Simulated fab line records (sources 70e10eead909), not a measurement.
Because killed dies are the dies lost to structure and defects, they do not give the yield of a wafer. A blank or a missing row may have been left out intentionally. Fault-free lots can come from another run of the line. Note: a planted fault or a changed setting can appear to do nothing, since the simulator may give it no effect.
Chamber matching + flow nand_harc + NHARC_P_M2_ETCH_35 on rie_diel-11: 4 sister chambers
The step etches the open film in N2/H2, target depth 40 nm, overetch 12 nm, time 43.94 s. 4 wafers are shown with their chamber, then 11 later ones without.

WAFERS WITH THEIR CHAMBER
| wafer  | chamber | rf_vpp_V (V) |
|--------|---------|--------------|
| L090.4 | 2       | 427.1        |
| L090.5 | 0       | 425.2        |
| L090.6 | 1       | 430.0        |
| L091.1 | 3       | 434.1        |

WAFERS WITHOUT THEIR CHAMBER
| wafer  | rf_vpp_V (V) |
|--------|--------------|
| L091.3 | 430.2        |
| L091.4 | 427.7        |
| L095.1 | 426.9        |
| L095.2 | 434.2        |
| L095.4 | 427.4        |
| L096.3 | 426.4        |
| L096.4 | 429.5        |
| L096.6 | 427.6        |
| L097.1 | 431.3        |
| L097.2 | 428.1        |
| L097.4 | 426.0        |

WHICH CHAMBER EACH WENT THROUGH
| wafer  | from the rows above     | in truth                   |
|--------|-------------------------|----------------------------|
| L091.3 | 1                       | 1                          |
| L091.4 | 2                       | 2                          |
| L095.1 | 2                       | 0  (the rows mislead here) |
| L095.2 | 3                       | 3                          |
| L095.4 | 2                       | 2                          |
| L096.3 | can't be placed: 2 or 0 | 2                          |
| L096.4 | 1                       | 1                          |
| L096.6 | 2                       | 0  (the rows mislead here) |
| L097.1 | 1                       | 1                          |
| L097.2 | can't be placed: 2 or 1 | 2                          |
| L097.4 | can't be placed: 0 or 2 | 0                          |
Correctly placed: 6 of 11. Cannot be placed on the basis of these rows: 3; the candidates contain the true chamber in 3. Placed wrongly: 2.
How it was worked out, from the rows above alone: a wafer's distance from a chamber is the root of the sum, over the readings, of the square of ((its reading less the chamber's mean) divided by the reading's scatter). The wafer belongs to the nearest chamber; if the next one is less than 2 further off, it can't be placed. The mean given for a chamber averages the wafers shown for that chamber. The scatter (one wafer shown for each chamber): square how far every hidden wafer sits from the nearest shown wafer, average those squares and take the square root.
